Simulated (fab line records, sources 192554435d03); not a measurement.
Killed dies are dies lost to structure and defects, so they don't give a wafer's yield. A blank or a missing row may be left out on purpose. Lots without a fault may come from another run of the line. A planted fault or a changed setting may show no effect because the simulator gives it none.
One fault seen from 3 desks | flow n5_finfet | each desk has only its own numbers; what lay behind them comes last

THE DEFECT DESK
What the inspections along the route counted, lot by lot: means of the sampled wafers that have a number. A lot is out of limits, marked OUT, if its mean lies more than 4 standard deviations from the usual mean; the brackets give that distance.
Columns: A = raw_defect_count at N5_MOL_CONTACT_COAG_INSPECT_10, usual 68
lot  | first seen here | A
L583 | day 5 11:07     | 101
L585 | day 6 00:37     | 56
L587 | day 6 12:39     | 78
L586 | day 6 14:46     | 101
L598 | day 9 03:16     | 46
L599 | day 9 09:49     | 58
L600 | day 9 18:12     | 69
L601 | day 9 22:35     | 70
L602 | day 10 06:10    | 86
This desk's finding: nothing out of limits on any of the 9 lots.

THE TOOL OWNER'S DESK: rie_diel-04
The tool's own readings at N5_MOL_CONTACT_COAG_ETCH_15 (etches SiNx in CH3F/O2, stops on Si:P, target depth 7 nm): means of the sampled wafers that have a number, for each lot that ran on this tool. A lot is out of limits, marked OUT, if its mean lies more than 4 standard deviations from the usual mean; the brackets give that distance. Of its 9 readings 7 are shown: the one that was out of limits first, and those that lie furthest out on some lot.
Columns: A = chamber_pressure_mTorr at N5_MOL_CONTACT_COAG_ETCH_15, usual 30.002 mTorr; B = oes_f_703_au at N5_MOL_CONTACT_COAG_ETCH_15, usual 0.80 a.u.; C = oes_o_777_au at N5_MOL_CONTACT_COAG_ETCH_15, usual 0.80 a.u.; D = oes_product_au at N5_MOL_CONTACT_COAG_ETCH_15, usual 0.58 a.u.; E = rf_fwd_power_W at N5_MOL_CONTACT_COAG_ETCH_15, usual 392.0 W; F = rf_vpp_V at N5_MOL_CONTACT_COAG_ETCH_15, usual 297 V; G = throttle_valve_pct at N5_MOL_CONTACT_COAG_ETCH_15, usual 16.21 %
lot  | first seen here | A      | B    | C    | D    | E               | F   | G
L583 | day 5 11:22     | 30.006 | 0.82 | 0.82 | 0.59 | 392.1           | 297 | 16.12
L585 | day 6 01:14     | 29.986 | 0.82 | 0.82 | 0.61 | 391.2           | 297 | 16.13
L587 | day 6 12:55     | 30.018 | 0.90 | 0.86 | 0.55 | 438.9 (+34) OUT | 278 | 16.39
L586 | day 6 15:05     | 30.033 | 0.89 | 0.85 | 0.53 | 439.8 (+34) OUT | 276 | 16.41
L601 | day 9 22:50     | 30.003 | 0.85 | 0.85 | 0.62 | 392.0           | 295 | 16.04
L602 | day 10 06:25    | 30.016 | 0.80 | 0.80 | 0.58 | 392.5           | 292 | 16.20
This desk's finding: out of limits on L586, L587; first on L587, day 6 12:55 (rf_fwd_power_W at N5_MOL_CONTACT_COAG_ETCH_15). In limits: L583, L585, L601, L602.

THE METROLOGY DESK
What the gauges read, lot by lot, whatever tool the lot ran on: means of the sampled wafers that have a number. A lot is out of limits, marked OUT, if its mean lies more than 4 standard deviations from the usual mean; the brackets give that distance. Of its 11 readings 7 are shown: those that lie furthest out on some lot.
Columns: A = cd_nm at N5_MOL_CONTACT_COAG_CD_MEAS_08, usual 28.04 nm; B = DIBL_N at N5_BEOL_M4_RC_MEAS_101, usual 35.8 mV/V; C = DIBL_P at N5_BEOL_M4_RC_MEAS_101, usual 35.9 mV/V; D = ION_P at N5_BEOL_M4_RC_MEAS_101, usual 461 uA/um; E = SS_N at N5_BEOL_M4_RC_MEAS_101, usual 71.4 mV/dec; F = SS_P at N5_BEOL_M4_RC_MEAS_101, usual 73.2 mV/dec; G = VT_P at N5_BEOL_M4_RC_MEAS_101, usual -251 mV
lot  | first seen here | A     | B    | C    | D   | E    | F    | G
L583 | day 5 11:02     | 28.36 | 34.7 | 34.3 | 461 | 71.4 | 72.9 | -249
L585 | day 6 00:31     | 27.68 | 35.9 | 36.7 | 462 | 71.8 | 73.2 | -251
L587 | day 6 12:34     | 28.34 | 38.0 | 38.0 | 467 | 71.9 | 73.4 | -249
L586 | day 6 14:40     | 28.19 | 36.8 | 38.4 | 459 | 71.8 | 73.0 | -252
L598 | day 9 03:11     | 27.80 | 35.7 | 34.6 | 459 | 71.2 | 73.0 | -253
L599 | day 9 09:43     | 28.15 | 36.9 | 36.7 | 460 | 71.6 | 73.5 | -247
L600 | day 9 18:07     | 28.24 | 35.4 | 36.7 | 466 | 71.9 | 73.0 | -247
L601 | day 9 22:30     | 27.86 | 35.8 | 35.7 | 460 | 71.5 | 73.6 | -254
L602 | day 10 06:05    | 27.97 | 35.6 | 34.1 | 466 | 70.8 | 72.7 | -252
This desk's finding: nothing out of limits on any of the 9 lots.

PUT TOGETHER
The tool owner's desk could have raised an alarm at day 6 12:55, on L586, L587.
The defect desk saw nothing out of limits.
The metrology desk saw nothing out of limits.
The defect desk has L586, L587 on record, within its limits.
The metrology desk has L586, L587 on record, within its limits.
Of the lots named, all ran N5_MOL_CONTACT_COAG_ETCH_15 on rie_diel-04.

WHAT THE SIMULATOR HAD PUT IN
Process parameter drift: rie_diel-04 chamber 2, from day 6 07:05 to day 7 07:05, at N5_MOL_CONTACT_COAG_ETCH_15. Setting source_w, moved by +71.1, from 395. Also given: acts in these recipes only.
Lots struck among those shown: L586, L587.
Hours from the fault's start to each desk's first reading out of limits: the tool owner's desk, 6.
